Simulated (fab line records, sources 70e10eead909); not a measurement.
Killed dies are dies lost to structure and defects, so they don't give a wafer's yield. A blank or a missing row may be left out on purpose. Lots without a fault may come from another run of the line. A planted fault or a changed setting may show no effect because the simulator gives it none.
A struck lot beside a sound one | flow nand_harc | 38 steps out of a route of 1159
Sound: wafers L219.1, L219.5, L219.6. Struck: wafers L236.3, L236.5, L236.6. The cause comes at the end.
At each step with rows: each side's tool, then ch and its chambers, then its first start. Under that, the readings that differ: sound wafers | struck wafers | difference of the means | sigmas: that difference in standard deviations of wafers without a fault.
alike: readings whose means differ by less than 2 such deviations, and words and numbers that are the same on both sides. not compared: withheld readings, readings that some wafer has no value for, bounds like >300 that may hide the same value, and numbers for which the record gives no deviation and whose values overlap.
The two part at a step that has a row with sigmas, a row that says differs or no value, or rows on one side only. Numbers that don't overlap but have no deviation are shown without sigmas and don't part them. A reading that every wafer of one side lacks parts them only if that side has two wafers or more.

first, 8 steps without rows for these wafers: NHARC_A_WL_FILL_CVD_23 (deposits poly-Si, target thk 40 nm, time 800 s); NHARC_A_WL_FILL_ETCHBACK_26 (etches the open film in HBr, target depth 52 nm, time 13.3 s); NHARC_A_WL_FILL_PRECLEAN_30 (cleans in dHF, time 10 s); NHARC_A_WL_FILL_SRD_14; NHARC_A_WL_FILL_ALD_19 (deposits TiN, target thk 2 nm, pulse time 3 s, ald cycles 100); NHARC_A_WL_FILL_CVD_20 (deposits W, target thk 75 nm, time 5064 s); NHARC_A_WL_FILL_CMP_12 (polishes, t overpolish 30 s, target thk 75 nm); NHARC_A_WL_FILL_SRD_31.
NHARC_A_WL_FILL_INSPECT_15:
  sound on defect_inspect-02, day 16 10:58; struck on defect_inspect-01, day 20 19:08
  reading          | sound        | struck      | difference | sigmas
  raw_defect_count | 948 551 1026 | 286 407 463 | -456       | -3
NHARC_A_CONTACT_DEP_24: deposits SiO2, target thk 500 nm.
  sound on pecvd-03 ch 0,1,2, day 16 11:10; struck on pecvd-01 ch 1,2, day 20 19:16
  reading            | sound             | struck            | difference | sigmas
  rf_fwd_power_W (W) | 900.0 903.2 892.8 | 891.1 896.3 888.4 | -6.7       | -2
  alike: chamber_pressure_Torr, heater_power_w, throttle_valve_pct
NHARC_A_CONTACT_DEP_28: deposits aC, target thk 3600 nm.
  sound on acl_dep-03 ch 0, day 16 12:28; struck on acl_dep-02 ch 0, day 20 20:34
  alike: throttle_valve_pct
NHARC_A_CONTACT_DEP_29: deposits SiON, target thk 70 nm.
  sound on pecvd-03 ch 0,1, day 16 14:42; struck on pecvd-02 ch 1,2, day 20 22:12
  alike: chamber_pressure_Torr, heater_power_w, rf_fwd_power_W
then, 10 steps without rows for these wafers: NHARC_A_CONTACT_DEHYDRATE_32 (time 120 s); NHARC_A_CONTACT_HMDS_33 (time 30 s); NHARC_A_CONTACT_COAT_34 (time 75 s); NHARC_A_CONTACT_COAT_35 (time 65 s); NHARC_A_CONTACT_COAT_36 (resist thk 90 nm); NHARC_A_CONTACT_SOFTBAKE_37 (time 55 s); NHARC_A_CONTACT_EBR_38; NHARC_A_CONTACT_EXPOSE_39 (exposes mask A CC 3); NHARC_A_CONTACT_PEB_40 (peb time 65 s); NHARC_A_CONTACT_DEVELOP_41 (develop time 35 s).
NHARC_A_CONTACT_CD_MEAS_42: target cd 200 nm.
  sound on cd_sem-01 ch 0, day 16 15:23; struck on cd_sem-02 ch 0, day 20 22:46
  alike: cd_nm
NHARC_A_CONTACT_OVL_MEAS_43:
  sound on overlay-01, day 16 15:29; struck on overlay-02, day 20 22:52
  reading           | sound       | struck        | difference | sigmas
  overlay_x_nm (nm) | 1.6 1.6 1.2 | -0.3 -0.3 0.3 | -1.6       | -2
  alike: overlay_y_nm
then, 2 steps without rows for these wafers: NHARC_A_CONTACT_DESCUM_47 (chemistry O2, time 3 s); NHARC_A_CONTACT_ETCH_48 (etches the open film in CF4, target depth 39 nm, time 65 s).
NHARC_A_CONTACT_ETCH_49: etches the open film in N2/H2, target depth 260 nm, time 475.3 s.
  sound on rie_diel-12 ch 1,2,3; struck on rie_diel-12 ch 1,2,3
  alike: bias_w, drypump_motor_current_A, oes_product_au, rf_fwd_power_W, rf_vpp_V, showerhead_plenum_p_Torr, throttle_valve_pct
  not compared: rf_hours_counter_h
NHARC_A_CONTACT_ETCH_50: etches the open film in CF4/CHF3, target depth 84.7 nm, time 42.4 s.
  sound on rie_diel-12 ch 0,1,2; struck on rie_diel-12 ch 0,2,3
  alike: bias_w, cf4_flow_sccm, drypump_motor_current_A, oes_product_au, rf_fwd_power_W, rf_vpp_V, showerhead_plenum_p_Torr, throttle_valve_pct
  not compared: rf_hours_counter_h
then, 3 steps without rows for these wafers: NHARC_A_CONTACT_ETCH_51 (etches the open film in O2/COS, target depth 3600 nm, time 936 s); NHARC_A_CONTACT_ETCH_111 (etches the open film in C4F8/O2/Ar, time 140 s, target depth 700 nm); NHARC_A_CONTACT_ETCH_112 (etches the open film in C4F8/O2/Ar, time 94 s, target depth 922 nm).
NHARC_A_CONTACT_ETCH_113: etches the open film in C4F8/O2/Ar, time 94 s, target depth 922 nm.
  sound on har_cap_etch-02 ch 0,1, day 16 17:10; struck on har_cap_etch-01 ch 0,1, day 21 00:58
  not compared: rf_hours_counter_h
then, 5 steps without rows for these wafers: NHARC_A_CONTACT_ETCH_114 (etches the open film in C4F8/O2/Ar, time 94 s, target depth 922 nm); NHARC_A_CONTACT_ETCH_115 (etches the open film in C4F8/O2/Ar, time 94 s, target depth 922 nm); NHARC_A_CONTACT_ETCH_116 (etches the open film in C4F8/O2/Ar, time 94 s, target depth 922 nm); NHARC_A_CONTACT_ETCH_117 (etches the open film in C4F8/O2/Ar, time 94 s, target depth 922 nm); NHARC_A_CONTACT_ETCH_118 (etches the open film in C4F8/O2/Ar, time 94 s, target depth 922 nm).
-- the record jumps here: 3 days lie between the struck wafers' starts before and after (it left off in module A_CONTACT and takes up again in module END, whose first step shown is number 1159 of the route) --
NHARC_END_SORT_01:
  the record has rows for the struck wafers here (prober-02 ch 0, day 24 06:24) and none for the sound ones

WHERE THEY PART
First at NHARC_A_WL_FILL_INSPECT_15; last, within this record, at NHARC_END_SORT_01.

WHY: what the simulator had put in
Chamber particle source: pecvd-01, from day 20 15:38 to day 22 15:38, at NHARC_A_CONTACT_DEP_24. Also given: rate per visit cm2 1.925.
